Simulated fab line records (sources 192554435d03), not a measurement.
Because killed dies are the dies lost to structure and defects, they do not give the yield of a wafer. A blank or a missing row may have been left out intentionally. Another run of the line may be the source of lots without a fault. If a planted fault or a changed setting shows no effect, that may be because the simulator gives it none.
Split-lot trial | flow n5-finfet | 21 wafers read across 7 lots, on a route 1938 steps long

== ABOUT THE SPLIT ==
At N5_BEOL_M0_ETCH_128 (etches SiCN in CF4/N2, target depth 12 nm, overetch 5.1 nm, time 21.4 s), the setting source-w was moved away from the recipe's 430 W on 8 of the 21 wafers read, by -16.1% to +16.8%. All remaining wafers had this setting at the recipe value.

Reading taken at the split's own step.

== THE READING ==
rf-vpp-V, in V, at N5_BEOL_M0_ETCH_128 (etches SiCN in CF4/N2, target depth 12 nm, overetch 5.1 nm, time 21.4 s). A value of 382.3 V with a standard deviation of 2.1 V is what fault-free wafers of this fab line usually give.

wafer  | tool, chamber at the split | source-w as run, W | against the recipe | rf-vpp-V, V | against lot-mates on the recipe
L074.2 | rie-diel-02, 0             | 430                | recipe             | 381.8       | -
L074.4 | rie-diel-02, 3             | 430                | recipe             | 384.9       | -
L074.6 | rie-diel-02, 3             | 430                | recipe             | 382.9       | -
L075.1 | rie-diel-04, 2             | 430                | recipe             | 381.4       | -
L075.3 | rie-diel-04, 3             | 391.1              | -9.0%              | 395.1       | +13.7
L075.6 | rie-diel-04, 3             | 391.1              | -9.0%              | 394.9       | +13.5
L077.3 | rie-diel-02, 2             | 430                | recipe             | 379.5       | -
L077.4 | rie-diel-02, 1             | 430                | recipe             | 379.9       | -
L077.6 | rie-diel-02, 2             | 502.1              | +16.8%             | 361.1       | -18.6
L082.1 | rie-diel-04, 1             | 360.8              | -16.1%             | 405.8       | +23.2
L082.2 | rie-diel-04, 3             | 430                | recipe             | 382.6       | -
L082.3 | rie-diel-04, 2             | 360.8              | -16.1%             | 402.2       | +19.6
L086.2 | rie-diel-04, 2             | 406.4              | -5.5%              | 387.3       | +6.2
L086.5 | rie-diel-04, 2             | 430                | recipe             | 380.0       | -
L086.6 | rie-diel-04, 3             | 430                | recipe             | 382.3       | -
L090.1 | rie-diel-01, 2             | 465.4              | +8.2%              | 375.1       | -10.1
L090.3 | rie-diel-01, 3             | 465.4              | +8.2%              | 373.9       | -11.3
L090.5 | rie-diel-01, 3             | 430                | recipe             | 385.2       | -
L092.1 | rie-diel-02, 2             | 430                | recipe             | 380.6       | -
L092.4 | rie-diel-02, 1             | 430                | recipe             | 380.2       | -
L092.5 | rie-diel-02, 2             | 430                | recipe             | 378.9       | -

FIT RESULTS
A straight line over all 21 wafers: rf-vpp-V changes by -1.28 V for each +1% of source-w; r = -0.98; the points scatter about the line by 2.1 V.
The same after taking each lot's own level away (the mean of its wafers on the recipe; 21 wafers): -1.28 V for each +1%; r = -0.99; scatter 1.3 V.
According to that fit, moving source-w by its largest amount changes the reading by 22 V.
The span of the lots' own levels, 379.70 to 385.20 V, comes to 2.6 times the standard deviation stated above.
Hence the lot-to-lot level has little effect on the slope; both slopes agree.
Check: -22.5 V against its lot-mates is what the line predicts for one of the wafers moved furthest among these (+16.8%) when that wafer is left out of the fit. Against them it came out at -18.6 V.
Tool readings at the split's step, against how far the setting was moved: rf-vpp-V r = -0.98.

== FURTHER SPLITS ON THESE WAFERS ==
These wafers also went through other splits before the reading. Each is held against what the fit with the lots' levels taken away leaves over:
other split on the same wafers        | wafers away from the commonest value | r with rf-vpp-V (lot level and that fit taken away)
N5_BEOL_M0_SAQP_ETCH_84 time-s        | 8                                    | +0.10
N5_BEOL_M0_SAQP_SPACER1_ALD_98 temp-c | 8                                    | -0.15
N5_BEOL_M0_ETCH_138 source-w          | 7                                    | +0.04

== FILE'S OWN FIT ==
rf-vpp-V changes by -1.25 V for each +1% of source-w, r = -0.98.
